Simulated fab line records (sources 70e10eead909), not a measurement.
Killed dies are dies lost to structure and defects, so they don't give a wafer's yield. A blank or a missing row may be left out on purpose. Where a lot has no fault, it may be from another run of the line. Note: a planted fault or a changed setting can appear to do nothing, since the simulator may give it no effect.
fab line records + flow nandHarc
record
- lots=6
- wafers=18
- lastDay=31
route steps=1302 shown P_ZERO_WELL@66 P_STI@69
lots that met no fault: taken from a fault-free run of the same line
startH: hours from the record's first day to the start of the lot's first wafer shown + waitH: hours from the lot's prior step to this one + " same as the row above + L1.1+2: a row that stands for several wafers + - no value, or no start was given + * or withheld: withheld + < > ~ a bound
route shown NAME@n: a module of which the file shows steps, and the number in the route of the first + usual: mean/standard deviation of fault-free wafers + same: alike in all rows + chamber/n: place in a boat + sites: per-site readings + _std_site: standard deviation of those values + _edge_site: mean of outer sites minus mean of inner sites + radiusMm: for every site, how far away it sits from the centre of the wafer + mask NAME#n: copy n + behind: the tool/chamber that last shaped the wafer + hold: why the lot was held/for how many hours/how that ended + device: which transistor (n, p or np) failed to switch + end of line: tests run on the same wafers once the route is complete + a step given without rows: its recipe and nothing more + killed: count of dies lost to structure and defects at first sort (not the wafer's yield) + map: a wafer's dies, x killed, . not, _ none there
set.NAME: the setting the step ran with; set.NAME@STEP: the setting that earlier step ran with + model.NAME: the simulator's own value behind a step, which no gauge read
lots at selected steps of the route; one table per step, one row per wafer
services: when a tool's chamber went out of use (startH, in hours from the record's first day, below 0 if earlier), for how many hours, and the reason
## steps
# step NHARC_P_ZERO_WELL_SRD_69
# step NHARC_P_ZERO_WELL_RTA_42
# recipe
- tempC=1100
- timeS=300
# usual
- lampPowerPct=37.7/3
- lamp_zone_1_pct=37.7/3
- wafer_temp_C_max=1103.0/0.84
| lot.wafer | tool         | chamber | startH | waitH | lampPowerPct | lamp_zone_1_pct | wafer_temp_C_max |
|-----------|--------------|---------|--------|-------|--------------|-----------------|------------------|
| L115.2    | rtpAnneal-01 | 0       | 27.35  | -     | 35.8         | 35.8            | 1102.6           |
| L115.4    | "            | 0       | "      | "     | 35.8         | 35.8            | 1102.5           |
| L115.5    | "            | 0       | "      | "     | 35.8         | 35.8            | 1103.3           |
| L123.1    | rtpAnneal-01 | 0       | 107.90 | -     | 35.7         | 35.7            | 1102.3           |
| L123.3    | "            | 0       | "      | "     | 35.7         | 35.7            | 1103.4           |
| L123.5    | "            | 0       | "      | "     | 35.7         | 35.7            | 1102.5           |
| L127.2    | rtpAnneal-02 | 0       | 146.77 | -     | 42.1         | 42.2            | 1104.7           |
| L127.3    | "            | 0       | "      | "     | 42.2         | 42.2            | 1104.2           |
| L127.4    | "            | 0       | "      | "     | 42.2         | 42.2            | 1104.2           |
| L132.1    | rtpAnneal-01 | 0       | 196.76 | -     | 35.6         | 35.7            | 1103.9           |
| L132.2    | "            | 0       | "      | "     | 35.6         | 35.6            | 1102.8           |
| L132.4    | "            | 0       | "      | "     | 35.7         | 35.7            | 1102.9           |
| L133.1    | rtpAnneal-01 | 0       | 207.04 | -     | 35.8         | 35.7            | 1102.9           |
| L133.2    | "            | 0       | "      | "     | 35.8         | 35.7            | 1101.3           |
| L133.4    | "            | 0       | "      | "     | 35.7         | 35.8            | 1102.5           |
| L134.2    | rtpAnneal-02 | 0       | 218.02 | -     | 42.2         | 42.2            | 1104.6           |
| L134.4    | "            | 0       | "      | "     | 42.2         | 42.3            | 1103.0           |
| L134.5    | "            | 0       | "      | "     | 42.3         | 42.2            | 1104.3           |
# step NHARC_P_ZERO_WELL_INSPECT_43
# usual
- rawDefectCount=12/5
| lot.wafer | tool             | chamber | startH | waitH | rawDefectCount |
|-----------|------------------|---------|--------|-------|----------------|
| L115.2    | defectInspect-01 | -       | 27.92  | 0.5   | 12             |
| L115.4    | "                | -       | "      | "     | 15             |
| L115.5    | "                | -       | "      | "     | 10             |
| L123.1    | defectInspect-01 | -       | 108.58 | 0.6   | 17             |
| L123.3    | "                | -       | "      | "     | 17             |
| L123.5    | "                | -       | "      | "     | 8              |
| L127.2    | defectInspect-02 | -       | 147.33 | 0.5   | 7              |
| L127.3    | "                | -       | "      | "     | 9              |
| L127.4    | "                | -       | "      | "     | 10             |
| L132.1    | defectInspect-01 | -       | 197.43 | 0.6   | 22             |
| L132.2    | "                | -       | "      | "     | 20             |
| L132.4    | "                | -       | "      | "     | 24             |
| L133.1    | defectInspect-02 | -       | 207.72 | 0.6   | 9              |
| L133.2    | "                | -       | "      | "     | 15             |
| L133.4    | "                | -       | "      | "     | 11             |
| L134.2    | defectInspect-02 | -       | 218.58 | 0.5   | 8              |
| L134.4    | "                | -       | "      | "     | 7              |
| L134.5    | "                | -       | "      | "     | 11             |
# step NHARC_P_STI_ETCH_26
# recipe
- targetDepthA=110
- chemistry=dHF
- material=SiO2
# step NHARC_P_STI_PRECLEAN_27
# recipe
- timeS=*
- tempC=50
- bathAgeMin=0
- chemistry=SC1
# step NHARC_P_STI_SRD_28
# step NHARC_P_STI_OXIDE_29
# recipe
- targetThkA=100
- tempC=900
- oxTimeS=1362
- material=SiO2
# step NHARC_P_STI_HM_DEP_30
# recipe
- targetThkA=800
- tempC=790
- pressureMtorr=300
- timeS=873
- material=Si3N4
# step NHARC_P_STI_DEHYDRATE_01
# recipe
- tempC=150
- timeS=120
# step NHARC_P_STI_HMDS_02
# recipe
- timeS=30
# step NHARC_P_STI_COAT_41
# recipe
- tempC=200
- timeS=65
# step NHARC_P_STI_COAT_03
# recipe
- spinRpm=2000
- resistThkNm=600
# step NHARC_P_STI_SOFTBAKE_04
# recipe
- tempC=125
- timeS=70
# usual
- heaterPowerTotalW=200.6/1.2
- plateTempC=124.97/0.14
| lot.wafer | tool          | chamber | startH | waitH | heaterPowerTotalW | plateTempC |
|-----------|---------------|---------|--------|-------|-------------------|------------|
| L115.2    | lithoTrack-02 | 0       | 44     | -     | 200.0             | 125.03     |
| L115.4    | "             | 0       | "      | "     | 200.0             | 125.12     |
| L115.5    | "             | 0       | "      | "     | 202.4             | 124.99     |
| L123.1    | lithoTrack-03 | 0       | 123    | -     | 198.9             | 124.87     |
| L123.3    | "             | 0       | "      | "     | 200.0             | 124.78     |
| L123.5    | "             | 0       | "      | "     | 200.8             | 124.67     |
| L127.2    | lithoTrack-03 | 0       | 161    | -     | 202.6             | 124.79     |
| L127.3    | "             | 0       | "      | "     | 199.7             | 124.90     |
| L127.4    | "             | 0       | "      | "     | 199.7             | 124.98     |
| L132.1    | lithoTrack-03 | 0       | 212    | -     | 209.1             | 128.26     |
| L132.2    | "             | 0       | "      | "     | 209.0             | 128.46     |
| L132.4    | "             | 0       | "      | "     | 209.5             | 128.31     |
| L133.1    | lithoTrack-02 | 0       | 222    | -     | 201.3             | 125.00     |
| L133.2    | "             | 0       | "      | "     | 199.2             | 124.99     |
| L133.4    | "             | 0       | "      | "     | 201.5             | 125.06     |
| L134.2    | lithoTrack-03 | 0       | 234    | -     | 207.6             | 128.84     |
| L134.4    | "             | 0       | "      | "     | 207.3             | 128.71     |
| L134.5    | "             | 0       | "      | "     | 206.3             | 128.78     |
# step NHARC_P_STI_EBR_05
# step NHARC_P_STI_EXPOSE_06
# recipe
- na=0.55
- targetCdNm=200
- doseMj=37.69
- maskId=P_STI
# step NHARC_P_STI_PEB_07
# recipe
- pebTempC=128
- pebTimeS=80
# step NHARC_P_STI_DEVELOP_08
# recipe
- timeS=50
- devTempC=22
# step NHARC_P_STI_CD_MEAS_09
# recipe
- targetCdNm=200
- landingEnergyEv=500
# usual
- cdNm=199/4.1
| lot.wafer | tool     | chamber | startH | waitH | cdNm |
|-----------|----------|---------|--------|-------|------|
| L115.2    | cdSem-02 | 0       | 45.41  | -     | 203  |
| L115.4    | "        | 0       | "      | "     | 204  |
| L115.5    | "        | 0       | "      | "     | 206  |
| L123.1    | cdSem-02 | 0       | 123.46 | -     | 196  |
| L123.3    | "        | 0       | "      | "     | 196  |
| L123.5    | "        | 0       | "      | "     | 195  |
| L127.2    | cdSem-01 | 0       | 162.21 | -     | 207  |
| L127.3    | "        | 0       | "      | "     | 208  |
| L127.4    | "        | 0       | "      | "     | 205  |
| L132.1    | cdSem-03 | 0       | 212.56 | -     | 203  |
| L132.2    | "        | 0       | "      | "     | 202  |
| L132.4    | "        | 0       | "      | "     | 205  |
| L133.1    | cdSem-02 | 0       | 222.46 | -     | 209  |
| L133.2    | "        | 0       | "      | "     | 205  |
| L133.4    | "        | 0       | "      | "     | 205  |
| L134.2    | cdSem-01 | 0       | 235.03 | -     | 208  |
| L134.4    | "        | 0       | "      | "     | 205  |
| L134.5    | "        | 0       | "      | "     | 203  |
# step NHARC_P_STI_OVL_MEAS_10
# usual
- overlayXNm=0/5.5
- overlayYNm=1/5.8
| lot.wafer | tool       | chamber | startH | waitH | overlayXNm | overlayYNm |
|-----------|------------|---------|--------|-------|------------|------------|
| L115.2    | overlay-02 | -       | 45.49  | -     | 10         | -4         |
| L115.4    | "          | -       | "      | "     | 10         | -4         |
| L115.5    | "          | -       | "      | "     | 10         | -4         |
| L123.1    | overlay-02 | -       | 123.55 | -     | 7          | 1          |
| L123.3    | "          | -       | "      | "     | 6          | 1          |
| L123.5    | "          | -       | "      | "     | 6          | 1          |
| L127.2    | overlay-02 | -       | 162.29 | -     | -3         | 0          |
| L127.3    | "          | -       | "      | "     | -3         | 0          |
| L127.4    | "          | -       | "      | "     | -3         | 0          |
| L132.1    | overlay-01 | -       | 212.65 | -     | 8          | -7         |
| L132.2    | "          | -       | "      | "     | 8          | -7         |
| L132.4    | "          | -       | "      | "     | 8          | -7         |
| L133.1    | overlay-02 | -       | 222.55 | -     | 2          | 2          |
| L133.2    | "          | -       | "      | "     | 2          | 2          |
| L133.4    | "          | -       | "      | "     | 2          | 1          |
| L134.2    | overlay-02 | -       | 235.11 | -     | -3         | -5         |
| L134.4    | "          | -       | "      | "     | -3         | -5         |
| L134.5    | "          | -       | "      | "     | -3         | -5         |
# step NHARC_P_STI_INSPECT_11
# usual
- rawDefectCount=5/3.2
| lot.wafer | tool             | chamber | startH | waitH | rawDefectCount |
|-----------|------------------|---------|--------|-------|----------------|
| L115.2    | defectInspect-01 | -       | 45.53  | 0.0   | 13             |
| L115.4    | "                | -       | "      | "     | 3              |
| L115.5    | "                | -       | "      | "     | 7              |
| L123.1    | defectInspect-02 | -       | 123.59 | 0.0   | 7              |
| L123.3    | "                | -       | "      | "     | 2              |
| L123.5    | "                | -       | "      | "     | 6              |
| L127.2    | defectInspect-01 | -       | 162.33 | 0.0   | 5              |
| L127.3    | "                | -       | "      | "     | 1              |
| L127.4    | "                | -       | "      | "     | 7              |
| L132.1    | defectInspect-02 | -       | 212.69 | 0.0   | 9              |
| L132.2    | "                | -       | "      | "     | 2              |
| L132.4    | "                | -       | "      | "     | 5              |
| L133.1    | defectInspect-01 | -       | 222.59 | 0.0   | 1              |
| L133.2    | "                | -       | "      | "     | 3              |
| L133.4    | "                | -       | "      | "     | 6              |
| L134.2    | defectInspect-01 | -       | 235.15 | 0.0   | 21             |
| L134.4    | "                | -       | "      | "     | 5              |
| L134.5    | "                | -       | "      | "     | 5              |
# step NHARC_P_STI_HARDBAKE_13
# recipe
- tempC=118
- timeS=65
# step NHARC_P_STI_DESCUM_14
# recipe
- timeS=3
- o2FlowSccm=200
- arFlowSccm=0
- biasPowerW=0
- chemistry=O2
# usual
- chamberPressureMTorr=60.01/0.056
- drypumpMotorCurrentA=5.7/0.48
- mfcArSccm=0.008/0.011
- oesProductAu=0.995/0.0094
- rfVppV=57.8/0.91
- showerheadPlenumPTorr=1.94/0.077
- throttleValvePct=11.312/0.009
| lot.wafer | tool       | chamber | startH | waitH | chamberPressureMTorr | drypumpMotorCurrentA | mfcArSccm | oesProductAu | rfHoursCounterH | rfVppV | showerheadPlenumPTorr | throttleValvePct | model.P_STI.cdNm |
|-----------|------------|---------|--------|-------|----------------------|----------------------|-----------|--------------|-----------------|--------|-----------------------|------------------|------------------|
| L115.2    | rieDiel-06 | 3       | 45.67  | -     | 60.01                | 5.3                  | 0.011     | 1.002        | 5               | 58.0   | 1.82                  | 11.325           | 203.7            |
| L115.4    | "          | 1       | "      | "     | 60.09                | 5.8                  | 0.022     | 0.981        | 4               | 58.7   | 1.92                  | 11.326           | 203.8            |
| L115.5    | "          | 2       | "      | "     | 60.11                | 6.0                  | 0         | 0.990        | -               | 57.1   | 1.86                  | 11.311           | 206.8            |
| L123.1    | rieDiel-11 | 2       | 123.72 | -     | 60.06                | 6.2                  | 0         | 0.999        | 1               | 57.9   | 1.94                  | 11.315           | 195.7            |
| L123.3    | "          | 3       | "      | "     | 60.02                | 6.3                  | 0         | 1.002        | 2               | 57.3   | 2.07                  | 11.324           | 197.5            |
| L123.5    | "          | 3       | "      | "     | 60.00                | 6.3                  | 0         | 1.003        | -               | 58.3   | 2.07                  | 11.309           | 195.2            |
| L127.3    | rieDiel-06 | 1       | 162.47 | -     | 59.99                | 5.8                  | 0.022     | 1.004        | 2               | 58.0   | 1.91                  | 11.315           | 207.9            |
| L127.4    | "          | 3       | "      | "     | 59.97                | 5.2                  | 0.011     | 0.991        | 1               | 57.0   | 1.82                  | 11.292           | 205.2            |
| L127.2    | "          | 0       | "      | "     | 59.95                | 5.4                  | 0         | 0.990        | 1               | 57.1   | 2.02                  | 11.304           | 207.5            |
| L132.4    | rieDiel-10 | 3       | 212.82 | -     | 59.97                | 5.7                  | 0.026     | 1.010        | 12              | 57.8   | 1.92                  | 11.310           | 205.5            |
| L132.1    | "          | 0       | "      | "     | 60.11                | 5.8                  | 0         | 1.011        | 13              | 56.4   | 2.01                  | 11.300           | 203.4            |
| L132.2    | "          | 2       | "      | "     | 60.11                | 4.7                  | 0         | 0.992        | 10              | 56.3   | 1.87                  | 11.313           | 201.8            |
| L133.2    | rieDiel-10 | 0       | 222.72 | -     | 59.99                | 5.8                  | 0         | 0.988        | 14              | 57.5   | 2.01                  | 11.320           | 204.8            |
| L133.4    | "          | 1       | "      | "     | 59.98                | 5.4                  | 0.020     | 0.990        | 12              | 56.8   | 1.97                  | 11.311           | 206              |
| L133.1    | "          | 2       | "      | "     | 60.06                | 4.7                  | 0         | 0.991        | 10              | 57.7   | 1.87                  | 11.318           | 209.8            |
| L134.2    | rieDiel-10 | 2       | 235.29 | -     | 59.99                | 4.7                  | 0         | 0.998        | 12              | 57.8   | 1.87                  | 11.310           | 208.7            |
| L134.4    | "          | 3       | "      | "     | 59.93                | 5.7                  | 0.026     | 1.001        | 13              | 58.9   | 1.92                  | 11.328           | 206.1            |
| L134.5    | "          | 1       | "      | "     | 60.00                | 5.4                  | 0.020     | 1.006        | -               | 56.6   | 1.97                  | 11.323           | 204.5            |
# step NHARC_P_STI_ETCH_42
# recipe
- targetDepthA=800
- overetchA=240
- timeS=61
- ionEnergyEv=200
- n2FlowSccm=150
- h2FlowSccm=150
- arFlowSccm=0
- rfW=400
- biasW=150
- chemistry=N2/H2
# usual
- chamberPressureMTorr=30.003/0.028
- drypumpMotorCurrentA=5.7/0.47
- mfcArSccm=0.008/0.011
- oesProductAu=0.997/0.0089
- rfVppV=431.5/2.3
- showerheadPlenumPTorr=2.07/0.085
- throttleValvePct=14.172/0.0091
| lot.wafer | tool       | chamber | startH | waitH | chamberPressureMTorr | drypumpMotorCurrentA | mfcArSccm | oesProductAu | rfHoursCounterH | rfVppV | showerheadPlenumPTorr | throttleValvePct |
|-----------|------------|---------|--------|-------|----------------------|----------------------|-----------|--------------|-----------------|--------|-----------------------|------------------|
| L115.2    | rieDiel-06 | 0       | 45.75  | 0.1   | 29.955               | 5.4                  | 0         | 1.003        | 4               | 433.8  | 2.15                  | 14.169           |
| L115.4    | "          | 3       | "      | "     | 29.997               | 5.3                  | 0.011     | 1.014        | 5               | 426.1  | 1.94                  | 14.171           |
| L115.5    | "          | 0       | "      | "     | 29.990               | 5.3                  | 0         | 0.995        | -               | 433.3  | 2.15                  | 14.172           |
| L123.3    | rieDiel-11 | 3       | 123.81 | 0.1   | 29.984               | 6.3                  | 0         | 1.012        | 2               | 434.6  | 2.21                  | 14.178           |
| L123.1    | "          | 1       | "      | "     | 29.970               | 5.4                  | 0         | 0.995        | 2               | 427.6  | 1.96                  | 14.166           |
| L123.5    | "          | 3       | "      | "     | 29.975               | 6.3                  | 0         | 0.992        | -               | 434.4  | 2.21                  | 14.173           |
| L127.4    | rieDiel-06 | 3       | 162.55 | 0.1   | 29.971               | 5.3                  | 0.011     | 0.993        | 1               | 428.2  | 1.93                  | 14.180           |
| L127.2    | "          | 0       | "      | "     | 29.994               | 5.4                  | 0         | 0.988        | 1               | 434.1  | 2.15                  | 14.179           |
| L127.3    | "          | 2       | "      | "     | 29.986               | 6.0                  | 0         | 0.983        | 1               | 428.9  | 1.98                  | 14.172           |
| L132.2    | rieDiel-10 | 0       | 212.91 | 0.1   | 29.985               | 5.8                  | 0         | 1.000        | 13              | 432.8  | 2.15                  | 14.172           |
| L132.4    | "          | 2       | "      | "     | 29.989               | 4.7                  | 0         | 0.989        | 10              | 429.3  | 1.99                  | 14.166           |
| L132.1    | "          | 3       | "      | "     | 29.977               | 5.7                  | 0.026     | 1.005        | 12              | 430.2  | 2.05                  | 14.163           |
| L133.1    | rieDiel-10 | 1       | 222.81 | 0.1   | 30.020               | 5.4                  | 0.020     | 1.016        | 12              | 433.6  | 2.11                  | 14.174           |
| L133.4    | "          | 2       | "      | "     | 29.971               | 4.7                  | 0         | 0.993        | 10              | 428.8  | 1.99                  | 14.153           |
| L133.2    | "          | 0       | "      | "     | 30.047               | 5.8                  | 0         | 0.994        | 14              | 431.2  | 2.15                  | 14.179           |
| L134.4    | rieDiel-10 | 3       | 235.37 | 0.1   | 29.956               | 5.7                  | 0.026     | 1.010        | 13              | 429.0  | 2.05                  | 14.190           |
| L134.2    | "          | 1       | "      | "     | 30.049               | 5.4                  | 0.020     | 1.006        | 13              | 431.6  | 2.11                  | 14.173           |
| L134.5    | "          | 0       | "      | "     | 30.017               | 5.8                  | 0         | 1.000        | -               | 432.5  | 2.15                  | 14.163           |
# step NHARC_P_STI_ETCH_31
# recipe
- targetDepthA=1089
- timeS=54.5
- cf4FlowSccm=100
- chf3FlowSccm=30
- arFlowSccm=0
- rfW=500
- biasW=200
- chemistry=CF4/CHF3
# usual
- chamberPressureMTorr=24.998/0.023
- chf3FlowSccm=29.99/0.084
- drypumpMotorCurrentA=5.6/0.47
- mfcArSccm=0.008/0.011
- oesProductAu=0.961/0.017
- rfVppV=371.1/2.1
- showerheadPlenumPTorr=1.59/0.059
- throttleValvePct=16.804/0.0093
| lot.wafer | tool       | chamber | startH | waitH | chamberPressureMTorr | chf3FlowSccm | drypumpMotorCurrentA | mfcArSccm | oesProductAu | rfHoursCounterH | rfVppV | showerheadPlenumPTorr | throttleValvePct |
|-----------|------------|---------|--------|-------|----------------------|--------------|----------------------|-----------|--------------|-----------------|--------|-----------------------|------------------|
| L115.2    | rieDiel-06 | 3       | -      | -     | 24.986               | 29.98        | 5.2                  | 0.011     | 0.970        | 5               | 368.0  | 1.50                  | 16.799           |
| L115.4    | "          | 1       | "      | "     | 24.983               | 30.01        | 5.8                  | 0.022     | 0.963        | 4               | 371.5  | 1.58                  | 16.804           |
| L115.5    | "          | 0       | "      | "     | 24.980               | 29.99        | 5.3                  | 0         | 0.971        | -               | 372.0  | 1.65                  | 16.797           |
| L123.1    | rieDiel-11 | 1       | -      | -     | 24.984               | 29.98        | 5.5                  | 0         | 0.975        | 2               | 368.1  | 1.52                  | 16.800           |
| L123.3    | "          | 3       | "      | "     | 24.955               | 30.06        | 6.3                  | 0         | 0.970        | 2               | 373.0  | 1.69                  | 16.798           |
| L123.5    | "          | 2       | "      | "     | 25.028               | 29.94        | 6.3                  | 0         | 0.959        | -               | 369.8  | 1.59                  | 16.794           |
| L127.3    | rieDiel-06 | 0       | -      | -     | 24.994               | 29.98        | 5.4                  | 0         | 0.974        | 1               | 373.4  | 1.65                  | 16.804           |
| L127.4    | "          | 1       | "      | "     | 25.010               | 29.94        | 5.8                  | 0.022     | 0.948        | 2               | 369.9  | 1.58                  | 16.795           |
| L127.2    | "          | 2       | "      | "     | 24.980               | 30.07        | 6.0                  | 0         | 0.945        | 1               | 368.7  | 1.53                  | 16.812           |
| L132.4    | rieDiel-10 | 3       | -      | -     | 25.043               | 30.18        | 5.7                  | 0.026     | 0.975        | 12              | 370.5  | 1.58                  | 16.798           |
| L132.1    | "          | 1       | "      | "     | 25.009               | 30.10        | 5.4                  | 0.020     | 0.994        | 12              | 372.4  | 1.62                  | 16.803           |
| L132.2    | "          | 2       | "      | "     | 25.005               | 29.96        | 4.7                  | 0         | 0.972        | 10              | 368.2  | 1.54                  | 16.810           |
| L133.2    | rieDiel-10 | 2       | -      | -     | 24.999               | 29.97        | 4.7                  | 0         | 0.937        | 11              | 369.2  | 1.54                  | 16.803           |
| L133.4    | "          | 3       | "      | "     | 24.987               | 29.95        | 5.7                  | 0.026     | 0.952        | 12              | 369.3  | 1.58                  | 16.814           |
| L133.1    | "          | 0       | "      | "     | 25.010               | 30.00        | 5.8                  | 0         | 0.924        | 14              | 371.7  | 1.65                  | 16.799           |
| L134.2    | rieDiel-10 | 1       | -      | -     | 24.982               | 30.01        | 5.5                  | 0.020     | 0.968        | 13              | 372.1  | 1.62                  | 16.796           |
| L134.4    | "          | 2       | "      | "     | 24.983               | 30.10        | 4.7                  | 0         | 0.968        | 12              | 369.3  | 1.54                  | 16.807           |
| L134.5    | "          | 3       | "      | "     | 25.042               | 30.06        | 5.7                  | 0.026     | 0.986        | -               | 370.0  | 1.58                  | 16.804           |
# step NHARC_P_STI_ETCH_15
# recipe
- targetDepthA=3000
- taperDeg=4
- timeS=100.1
- hbrFlowSccm=150
- cl2FlowSccm=50
- rfW=400
- icpW=400
- biasW=100
- chemistry=HBr/Cl2
# usual
- chamberPressureMTorr=14.999/0.015
- drypumpMotorCurrentA=5.9/0.52
- oesProductAu=1.000/0.009
- throttleValvePct=26.407/0.0087
| lot.wafer | tool     | chamber | startH | waitH | chamberPressureMTorr | drypumpMotorCurrentA | oesProductAu | rfHoursCounterH | throttleValvePct | model.P_STI.cdNm |
|-----------|----------|---------|--------|-------|----------------------|----------------------|--------------|-----------------|------------------|------------------|
| L115.4    | rieSi-05 | 3       | 45.96  | -     | 15.017               | 5.7                  | 1.012        | 0.6             | 26.399           | 203.7            |
| L115.2    | "        | 1       | "      | "     | 14.992               | 6.2                  | 1.007        | 0.6             | 26.399           | 202.9            |
| L115.5    | "        | 3       | "      | "     | 15.007               | 5.8                  | 1.004        | -               | 26.410           | 206.1            |
| L123.3    | rieSi-03 | 2       | 124.00 | -     | 14.979               | 5.3                  | 1.002        | 0.5             | 26.403           | 195.5            |
| L123.1    | "        | 3       | "      | "     | 15.014               | 5.2                  | 0.993        | 0.4             | 26.422           | 193.1            |
| L123.5    | "        | 2       | "      | "     | 14.987               | 5.3                  | 1.011        | -               | 26.399           | 194.3            |
| L127.3    | rieSi-04 | 3       | 162.75 | -     | 14.995               | 6.6                  | 1.007        | 0.9             | 26.406           | 206.1            |
| L127.2    | "        | 0       | "      | "     | 14.996               | 6.2                  | 1.016        | 1.0             | 26.413           | 205.8            |
| L127.4    | "        | 1       | "      | "     | 14.991               | 5.4                  | 1.019        | 1.0             | 26.411           | 206.1            |
| L132.1    | rieSi-04 | 1       | 213.10 | -     | 14.980               | 5.4                  | 0.994        | 0.3             | 26.388           | 202.7            |
| L132.4    | "        | 2       | "      | "     | 15.009               | 6.7                  | 0.994        | 0.3             | 26.404           | 206.5            |
| L132.2    | "        | 0       | "      | "     | 15.003               | 6.2                  | 1.000        | 0.2             | 26.416           | 201.6            |
| L133.2    | rieSi-04 | 1       | 223.00 | -     | 15.005               | 5.4                  | 0.999        | 0.4             | 26.407           | 203.3            |
| L133.1    | "        | 2       | "      | "     | 15.029               | 6.7                  | 0.995        | 0.4             | 26.418           | 208.9            |
| L133.4    | "        | 0       | "      | "     | 14.990               | 6.2                  | 1.008        | 0.3             | 26.403           | 206.1            |
| L134.2    | rieSi-03 | 3       | 235.59 | -     | 15.005               | 5.2                  | 0.993        | 0.0             | 26.406           | 207.8            |
| L134.4    | "        | 0       | "      | "     | 14.979               | 6.7                  | 0.979        | 0.1             | 26.405           | 204.3            |
| L134.5    | "        | 1       | "      | "     | 14.997               | 5.7                  | 0.988        | -               | 26.409           | 203.4            |
# step NHARC_P_STI_CD_MEAS_16
# usual
- cdNm=199/4.4
| lot.wafer | tool     | chamber | startH | waitH | cdNm |
|-----------|----------|---------|--------|-------|------|
| L115.2    | cdSem-02 | -       | 46.10  | -     | 203  |
| L115.4    | "        | -       | "      | "     | 204  |
| L115.5    | "        | -       | "      | "     | 206  |
| L123.1    | cdSem-02 | -       | 124.16 | -     | 193  |
| L123.3    | "        | -       | "      | "     | 195  |
| L123.5    | "        | -       | "      | "     | 194  |
| L127.2    | cdSem-03 | -       | 162.91 | -     | 206  |
| L127.3    | "        | -       | "      | "     | 206  |
| L127.4    | "        | -       | "      | "     | 206  |
| L132.1    | cdSem-02 | -       | 213.26 | -     | 203  |
| L132.2    | "        | -       | "      | "     | 202  |
| L132.4    | "        | -       | "      | "     | 206  |
| L133.1    | cdSem-03 | -       | 223.16 | -     | 210  |
| L133.2    | "        | -       | "      | "     | 203  |
| L133.4    | "        | -       | "      | "     | 206  |
| L134.2    | cdSem-03 | -       | 235.72 | -     | 208  |
| L134.4    | "        | -       | "      | "     | 204  |
| L134.5    | "        | -       | "      | "     | 203  |
## services
| tool          | chamber | startH | hours | kind   |
|---------------|---------|--------|-------|--------|
| rtpAnneal-02  | -       | 12.00  | 12.0  | pm     |
| rieDiel-11    | 3       | 21.14  | 29.2  | repair |
| rieSi-03      | -       | 44.00  | 9.0   | pm     |
| rieDiel-10    | -       | 48.58  | 0.7   | repair |
| lithoTrack-02 | -       | 52.00  | 7.0   | pm     |
| rieDiel-10    | -       | 65.69  | 9.0   | pm     |
| rieDiel-10    | 1       | 75.16  | 5.4   | repair |
| rieDiel-11    | -       | 78.50  | 9.0   | pm     |
| rieDiel-11    | 2       | 93.13  | 9.7   | repair |
| rieDiel-06    | 1       | 93.46  | 2.7   | repair |
| rieSi-03      | 3       | 98.48  | 9.3   | repair |
| lithoTrack-03 | -       | 100.00 | 7.0   | pm     |
| rieDiel-10    | 2       | 109.86 | 3.8   | repair |
| rieDiel-06    | -       | 130.20 | 9.0   | pm     |
| rieSi-04      | -       | 152.71 | 1.6   | repair |
| rieDiel-10    | 3       | 163.38 | 8.2   | repair |
| rieSi-04      | -       | 165.00 | 9.0   | pm     |
| rieDiel-10    | 2       | 171.16 | 11.7  | repair |
| rieDiel-10    | 3       | 175.32 | 6.7   | repair |
| rieSi-03      | 3       | 190.51 | 6.6   | repair |
| rieDiel-06    | 0       | 191.94 | 4.0   | repair |
| rieDiel-11    | 0       | 195.91 | 6.3   | repair |
| rieSi-03      | -       | 221.00 | 9.0   | pm     |
| lithoTrack-02 | -       | 227.00 | 7.0   | pm     |
## key
firstSign
- step=NHARC_P_STI_SOFTBAKE_04
- reading=plateTempC
- direction=up
- sigmas=25
- usual=*
- struck=*
effect
- step=NHARC_P_STI_SOFTBAKE_04
- reading=heaterPowerTotalW
- direction=up
- sigmas=6.2
- usual=*
- struck=*
modelEffect
- step=NHARC_P_STI_DESCUM_14
- value=P_STI.cdNm
- without=196.1
- struck=205
modelEffect
- step=NHARC_P_STI_ETCH_15
- value=P_STI.cdNm
- without=195.5
- struck=204.4
metAt NHARC_P_STI_SOFTBAKE_04
struckWafers L132.1,L132.2,L132.4,L134.2,L134.4,L134.5
testerLeftOut L132,L134
onsetBetween 161 212
fault
- kind=processParameterDrift
- tool=lithoTrack-03
- chamber=-
- onsetH=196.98
- steps=NHARC_P_STI_SOFTBAKE_04
- channel=tempC
- offset=*
- shape=step
- endH=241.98
- actsIn=*
- stated=*
# testerLeftOut: of these lots the tester's yield and bins aren't shown, on N5 and GAA mostly nor the transistor test; their killed dies are dies lost to structure and defects alone, not to doping, threshold or leakage, so they don't give the yield
